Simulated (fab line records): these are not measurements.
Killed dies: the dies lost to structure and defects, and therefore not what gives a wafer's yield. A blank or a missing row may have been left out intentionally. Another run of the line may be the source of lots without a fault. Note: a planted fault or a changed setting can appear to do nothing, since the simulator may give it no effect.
Chamber matching | flow n5_finfet | rie_diel-04 running N5_BEOL_M8_ETCH_61: 4 sister chambers
The step etches SiARC in CF4, target depth 45.5 nm, time 75.8 s. 20 wafers are shown with their chamber, then 10 later ones without.

## WAFERS WITH THEIR CHAMBER
wafer  | chamber | drypump_motor_current_A (A) | showerhead_plenum_p_Torr (Torr) | throttle_valve_pct (%)
L074.2 | 1       | 5.4                         | 2.16                            | 15.58
L074.3 | 3       | 5.7                         | 2.14                            | 15.98
L074.4 | 2       | 6.4                         | 2.04                            | 15.62
L076.2 | 3       | 5.7                         | 2.14                            | 15.99
L076.5 | 2       | 6.4                         | 2.04                            | 15.63
L076.6 | 1       | 5.4                         | 2.16                            | 15.57
L078.1 | 2       | 6.4                         | 2.04                            | 15.63
L078.3 | 3       | 5.7                         | 2.14                            | 16.02
L078.6 | 3       | 5.7                         | 2.14                            | 16.01
L083.4 | 2       | 6.4                         | 2.04                            | 15.65
L083.5 | 3       | 5.7                         | 2.13                            | 16.03
L083.6 | 2       | 6.4                         | 2.04                            | 15.66
L084.3 | 3       | 5.6                         | 2.13                            | 16.03
L084.4 | 2       | 6.4                         | 2.03                            | 15.66
L084.5 | 0       | 6.2                         | 2.07                            | 15.67
L085.2 | 2       | 6.4                         | 2.03                            | 15.66
L085.3 | 0       | 6.2                         | 2.07                            | 15.67
L085.6 | 3       | 5.6                         | 2.13                            | 16.06
L086.1 | 2       | 6.4                         | 2.03                            | 15.68
L086.2 | 3       | 5.6                         | 2.13                            | 16.05

SIGNATURES, as means of the wafers listed above
reading                  | chamber 0 | chamber 1 | chamber 2 | chamber 3 | scatter within a chamber
drypump_motor_current_A  | 6.200     | 5.400     | 6.400     | 5.662     | 0.0342
showerhead_plenum_p_Torr | 2.0700    | 2.1600    | 2.0362    | 2.1350    | 0.00492
throttle_valve_pct       | 15.6700   | 15.5750   | 15.6487   | 16.0213   | 0.0227
Rule: distance of a wafer from a chamber = root of the sum over the readings of ((wafer's reading minus chamber's mean) / reading's scatter) squared. The wafer belongs to the nearest chamber; if the next one is less than 2 further off, it can't be placed. The scatter is the square root of a quotient: the sum, over the shown wafers, of each reading's squared deviation from its chamber's mean, divided by wafers minus chambers.

## WAFERS WITHOUT THEIR CHAMBER
wafer  | drypump_motor_current_A (A) | showerhead_plenum_p_Torr (Torr) | throttle_valve_pct (%)
L086.4 | 5.4                         | 2.15                            | 15.61
L087.2 | 5.4                         | 2.15                            | 15.62
L087.3 | 5.6                         | 2.13                            | 16.06
L087.6 | 5.6                         | 2.13                            | 16.05
L091.1 | 5.7                         | 2.13                            | 16.08
L091.3 | 5.4                         | 2.15                            | 15.63
L091.4 | 5.4                         | 2.15                            | 15.66
L096.2 | 5.4                         | 2.14                            | 15.69
L096.3 | 6.2                         | 2.06                            | 15.74
L096.4 | 6.1                         | 2.06                            | 15.75

## EACH ONE'S CHAMBER
wafer  | from the rows above | in truth
L086.4 | 1                   | 1
L087.2 | 1                   | 1
L087.3 | 3                   | 3
L087.6 | 3                   | 3
L091.1 | 3                   | 3
L091.3 | 1                   | 1
L091.4 | 1                   | 1
L096.2 | 1                   | 1
L096.3 | 0                   | 0
L096.4 | 0                   | 0
Correctly placed: 10 of 10. From these rows, 0 cannot be placed. 0 placed wrongly.
